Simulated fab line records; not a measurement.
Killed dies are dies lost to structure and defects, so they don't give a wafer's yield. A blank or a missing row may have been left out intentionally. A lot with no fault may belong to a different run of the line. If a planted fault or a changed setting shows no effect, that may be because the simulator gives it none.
Matching of chambers || flow nand harc || NHARC_P_GATE_DESCUM_61 on rie diel-05 has 4 sister chambers
The step chemistry O2, time 3 s. 14 wafers are shown with their chamber, then 7 later ones without.

EACH WAFER AND ITS CHAMBER
{"wafer": "L074.1", "chamber": 1, "showerhead plenum p Torr (Torr)": 1.79, "throttle valve pct (%)": 11.324, "rf vpp V (V)": 56.5}
{"wafer": "L074.3", "chamber": 0, "showerhead plenum p Torr (Torr)": 1.86, "throttle valve pct (%)": 11.307, "rf vpp V (V)": 58.5}
{"wafer": "L074.4", "chamber": 3, "showerhead plenum p Torr (Torr)": 2.03, "throttle valve pct (%)": 11.313, "rf vpp V (V)": 60.0}
{"wafer": "L075.1", "chamber": 2, "showerhead plenum p Torr (Torr)": 1.93, "throttle valve pct (%)": 11.304, "rf vpp V (V)": 57.6}
{"wafer": "L075.3", "chamber": 1, "showerhead plenum p Torr (Torr)": 1.79, "throttle valve pct (%)": 11.325, "rf vpp V (V)": 56.5}
{"wafer": "L075.5", "chamber": 3, "showerhead plenum p Torr (Torr)": 2.02, "throttle valve pct (%)": 11.314, "rf vpp V (V)": 58.2}
{"wafer": "L076.2", "chamber": 0, "showerhead plenum p Torr (Torr)": 1.86, "throttle valve pct (%)": 11.314, "rf vpp V (V)": 58.8}
{"wafer": "L076.4", "chamber": 2, "showerhead plenum p Torr (Torr)": 1.93, "throttle valve pct (%)": 11.297, "rf vpp V (V)": 59.2}
{"wafer": "L076.5", "chamber": 3, "showerhead plenum p Torr (Torr)": 2.03, "throttle valve pct (%)": 11.324, "rf vpp V (V)": 57.0}
{"wafer": "L082.4", "chamber": 3, "showerhead plenum p Torr (Torr)": 2.02, "throttle valve pct (%)": 11.303, "rf vpp V (V)": 58.4}
{"wafer": "L082.5", "chamber": 3, "showerhead plenum p Torr (Torr)": 2.02, "throttle valve pct (%)": 11.321, "rf vpp V (V)": 58.7}
{"wafer": "L082.6", "chamber": 0, "showerhead plenum p Torr (Torr)": 1.86, "throttle valve pct (%)": 11.307, "rf vpp V (V)": 57.6}
{"wafer": "L084.3", "chamber": 3, "showerhead plenum p Torr (Torr)": 2.02, "throttle valve pct (%)": 11.319, "rf vpp V (V)": 58.0}
{"wafer": "L084.4", "chamber": 0, "showerhead plenum p Torr (Torr)": 1.86, "throttle valve pct (%)": 11.304, "rf vpp V (V)": 57.9}

SIGNATURES (means of the wafers above)
{"reading": "showerhead plenum p Torr", "chamber 0": 1.8600, "chamber 1": 1.7900, "chamber 2": 1.9300, "chamber 3": 2.0233, "scatter within a chamber": 0.00365}
{"reading": "throttle valve pct", "chamber 0": 11.30800, "chamber 1": 11.32450, "chamber 2": 11.30050, "chamber 3": 11.31567, "scatter within a chamber": 0.00599}
{"reading": "rf vpp V", "chamber 0": 58.200, "chamber 1": 56.500, "chamber 2": 58.400, "chamber 3": 58.383, "scatter within a chamber": 0.836}
Rule: a wafer lies at a distance from a chamber equal to the root of the sum of squares, over the readings, of (its reading less the chamber's mean, divided by the reading's scatter). The wafer belongs to the nearest chamber; if the next one is less than 2 further off, it can't be placed. How the scatter is found: for the shown wafers, subtract from each reading the mean of its chamber, square and add these, divide the total by (wafers less chambers), then take the root.

WAFERS MISSING THEIR CHAMBER
{"wafer": "L084.6", "showerhead plenum p Torr (Torr)": 2.02, "throttle valve pct (%)": 11.316, "rf vpp V (V)": 58.3}
{"wafer": "L090.2", "showerhead plenum p Torr (Torr)": 1.93, "throttle valve pct (%)": 11.311, "rf vpp V (V)": 58.9}
{"wafer": "L090.4", "showerhead plenum p Torr (Torr)": 1.86, "throttle valve pct (%)": 11.321, "rf vpp V (V)": 57.1}
{"wafer": "L090.5", "showerhead plenum p Torr (Torr)": 1.93, "throttle valve pct (%)": 11.293, "rf vpp V (V)": 59.4}
{"wafer": "L097.1", "showerhead plenum p Torr (Torr)": 1.78, "throttle valve pct (%)": 11.320, "rf vpp V (V)": 57.3}
{"wafer": "L097.4", "showerhead plenum p Torr (Torr)": 2.02, "throttle valve pct (%)": 11.312, "rf vpp V (V)": 57.6}
{"wafer": "L097.5", "showerhead plenum p Torr (Torr)": 1.86, "throttle valve pct (%)": 11.321, "rf vpp V (V)": 57.6}

CHAMBER TAKEN BY EACH
{"wafer": "L084.6", "from the rows above": 3, "in truth": 3}
{"wafer": "L090.2", "from the rows above": 2, "in truth": 2}
{"wafer": "L090.4", "from the rows above": 0, "in truth": 0}
{"wafer": "L090.5", "from the rows above": 2, "in truth": 2}
{"wafer": "L097.1", "from the rows above": 1, "in truth": 1}
{"wafer": "L097.4", "from the rows above": 3, "in truth": 3}
{"wafer": "L097.5", "from the rows above": 0, "in truth": 0}
7 of 7 placed correctly. From these rows, 0 cannot be placed. 0 placed wrongly.
